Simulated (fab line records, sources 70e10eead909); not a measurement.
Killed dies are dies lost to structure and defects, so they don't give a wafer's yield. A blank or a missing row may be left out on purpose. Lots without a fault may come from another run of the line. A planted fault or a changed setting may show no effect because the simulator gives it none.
A struck lot beside a sound one | flow nand_harc | 13 steps out of a route of 1302
Sound: wafers L702.2, L702.3, L702.5. Struck: wafers L712.2, L712.3, L712.4. The cause comes at the end.
At each step with rows: each side's tool, then ch and its chambers, then its first start. Under that, the readings that differ: sound wafers | struck wafers | difference of the means | sigmas: that difference in standard deviations of wafers without a fault.
alike: readings whose means differ by less than 2 such deviations, and words and numbers that are the same on both sides. not compared: withheld readings, readings that some wafer has no value for, bounds like >300 that may hide the same value, and numbers for which the record gives no deviation and whose values overlap.
The two part at a step that has a row with sigmas, a row that says differs or no value, or rows on one side only. Numbers that don't overlap but have no deviation are shown without sigmas and don't part them. A reading that every wafer of one side lacks parts them only if that side has two wafers or more.

first, 4 steps without rows for these wafers: NHARC_A_STAIRCASE_DESCUM_186 (chemistry O2, time 3 s); NHARC_A_STAIRCASE_TRIM_187 (chemistry O2, time 211.2 s); NHARC_A_STAIRCASE_ETCH_188 (etches the open film in C4F8/O2, target depth 100 nm, time 40.5 s); NHARC_A_STAIRCASE_TRIM_189 (chemistry O2, time 211.2 s).
NHARC_A_STAIRCASE_ETCH_190: etches the open film in C4F8/O2, target depth 100 nm, time 40.5 s.
  sound on rie_diel-05 ch 0,1; struck on rie_diel-03 ch 0,1,2
  reading               | sound             | struck            | difference | sigmas
  oes_product_au (a.u.) | 0.929 0.941 0.927 | 0.975 0.951 0.957 | +0.029     | +3
  alike: rf_vpp_V
  not compared: rf_hours_counter_h
NHARC_A_STAIRCASE_TRIM_191: chemistry O2, time 211.2 s.
  sound on rie_diel-05 ch 0,1,3; struck on rie_diel-03 ch 0,1,2
  alike: drypump_motor_current_A, oes_product_au, rf_vpp_V, run_length_s, showerhead_plenum_p_Torr, throttle_valve_pct
  not compared: rf_hours_counter_h
NHARC_A_STAIRCASE_ETCH_192: etches the open film in C4F8/O2, target depth 100 nm, time 40.5 s.
  sound on rie_diel-05 ch 1,3; struck on rie_diel-03 ch 0,1,3
  alike: oes_product_au, rf_vpp_V
  not compared: rf_hours_counter_h
then, 1 step without rows for these wafers: NHARC_A_STAIRCASE_TRIM_193 (chemistry O2, time 211.2 s).
NHARC_A_STAIRCASE_ETCH_194: etches the open film in C4F8/O2, target depth 100 nm, time 40.5 s.
  sound on rie_diel-05 ch 0,1; struck on rie_diel-03 ch 0,1,2
  alike: oes_product_au, rf_vpp_V
  not compared: rf_hours_counter_h
then, 1 step without rows for these wafers: NHARC_A_STAIRCASE_TRIM_196 (chemistry O2, time 211.2 s).
NHARC_A_STAIRCASE_ETCH_197: etches the open film in C4F8/O2, target depth 100 nm, time 40.5 s.
  sound on rie_diel-05 ch 1,2,3; struck on rie_diel-05 ch 0,1,3
  reading               | sound             | struck            | difference | sigmas
  oes_product_au (a.u.) | 0.926 0.939 0.940 | 0.959 0.979 0.958 | +0.030     | +2
  alike: rf_vpp_V
  not compared: rf_hours_counter_h
NHARC_A_STAIRCASE_TRIM_198: chemistry O2, time 211.2 s.
  sound on rie_diel-05 ch 2,3, day 18 09:59; struck on rie_diel-05 ch 0,1,2, day 21 21:57
  reading          | sound             | struck            | difference | sigmas
  run_length_s (s) | 233.0 232.0 232.3 | 210.3 209.5 209.1 | -22.8      | -58
  alike: drypump_motor_current_A, oes_product_au, rf_vpp_V, showerhead_plenum_p_Torr, throttle_valve_pct
  not compared: rf_hours_counter_h
then, 1 step without rows for these wafers: NHARC_A_STAIRCASE_ETCH_199 (etches the open film in C4F8/O2, target depth 100 nm, time 40.5 s).

WHERE THEY PART
First at NHARC_A_STAIRCASE_ETCH_190; last, within this record, at NHARC_A_STAIRCASE_TRIM_198.

WHY: what the simulator had put in
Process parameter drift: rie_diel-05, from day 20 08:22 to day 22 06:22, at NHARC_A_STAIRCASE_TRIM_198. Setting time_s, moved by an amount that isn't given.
